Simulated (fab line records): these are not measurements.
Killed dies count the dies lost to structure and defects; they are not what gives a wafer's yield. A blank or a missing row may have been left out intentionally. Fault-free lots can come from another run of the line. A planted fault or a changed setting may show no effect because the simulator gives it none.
Problem report, 8D (eight disciplines) form, completed by code / flow n5Finfet / the parts of the form that need people (team, actions taken, sign-off) are left out

== 1. WHAT WENT WRONG ==
At N5_MOL_CONTACT_COAG_CMP_23, platenRpm averages 55.33 rpm over 2 wafers from 2 lots, while fault-free wafers read 50.29 rpm, standard deviation 0.033. So: +99 or more standard deviations from the usual mean.
The step: polishes, stops on SiO2, t overpolish 1.5 s, target thk 0 nm.
First seen on wafer L552.6, day 7 11:58, on cmp-02. At this step, 30 wafers from 10 lots have a number in the record. By rule, "out" or "out of limits" means more than 4 standard deviations away from the usual mean. The other wafers with a number count as sound.

== 2. WHAT THIS IS AND IS NOT ==
question=which readings at this step | is=platenRpm | is not=edgeZonePressureFrac, motorCurrentA, timeToEndpointS
question=which lots | is=L552, L554 | is not=L543, L545, L550, L553, L555, L562, L563, L565
question=which wafers of those lots | is=L552.6, L554.1 | is not=L552.2, L552.5, L554.3, L554.4
question=read on which tools | is=cmp-02 | is not=cmp-03, cmp-04
question=when | is=from day 7 11:58 | is not=up to then (11 sound wafers); but 17 sound wafers of L553, L554, L555, L562, L563, L565 came after

== 3. THE SUSPECTS, EACH WITH WHAT RULES IT OUT ==
Counting: a tool at a process step up to the reading stays a suspect if it ran every lot that is out. Sound lots after the first of them don't rule it out here, since some wafers of a struck lot are sound.
- cmp-02 at N5_MOL_CONTACT_COAG_CMP_23 (polishes, stops on SiO2, t overpolish 1.5 s, target thk 0 nm): kept. It ran every lot that is out, first L552 (day 7 11:58); its last sound lot up to then is L550 (day 6 21:23). Its own platenRpm readings are out on those wafers.
- In cmp-02 at N5_MOL_CONTACT_COAG_CMP_23, the wafers that are out were processed in chamber 2 and their sound lot-mates in chambers 0, 1, 3.
The count leaves cmp-02 at N5_MOL_CONTACT_COAG_CMP_23.

== 4. THE CAUSE (what the simulator had put in) ==
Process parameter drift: cmp-02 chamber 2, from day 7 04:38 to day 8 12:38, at N5_MOL_CONTACT_COAG_CMP_23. The setting platenRpm was moved by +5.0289, starting from 50.289. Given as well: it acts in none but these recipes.
Only this tool survived the counting.

== 5. THE CHAIN OF EFFECTS, in route order ==
Each row: a reading whose mean over the struck wafers that have a number lies more than 3 standard deviations from the usual. Readings are gone through only where the record gives a usual standard deviation; hours: the median, over the lots, of the time from a lot's start at the first step in this table giving one to that lot's start at this step; sigmas: the change measured in usual standard deviations.
hours=0; step=N5_MOL_CONTACT_COAG_CMP_23; reading=platenRpm; usual=50.29 rpm; on struck wafers=55.33; change=+5.04; sigmas=+99 or more
Here are the process steps it includes:
- N5_MOL_CONTACT_COAG_CMP_23: polishes, stops on SiO2, t overpolish 1.5 s, target thk 0 nm.
At these later measuring or inspecting steps, every struck wafer for which the step has a row has a number for every such reading, and none has moved that far: N5_MOL_CONTACT_COAG_THK_MEAS_29, N5_BEOL_M4_RC_MEAS_101.

== 6. HOW IT WOULD HAVE BEEN CAUGHT EARLIER ==
In this record the first reading out of limits was taken at day 7 11:58, 7 hours after the fault began at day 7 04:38.
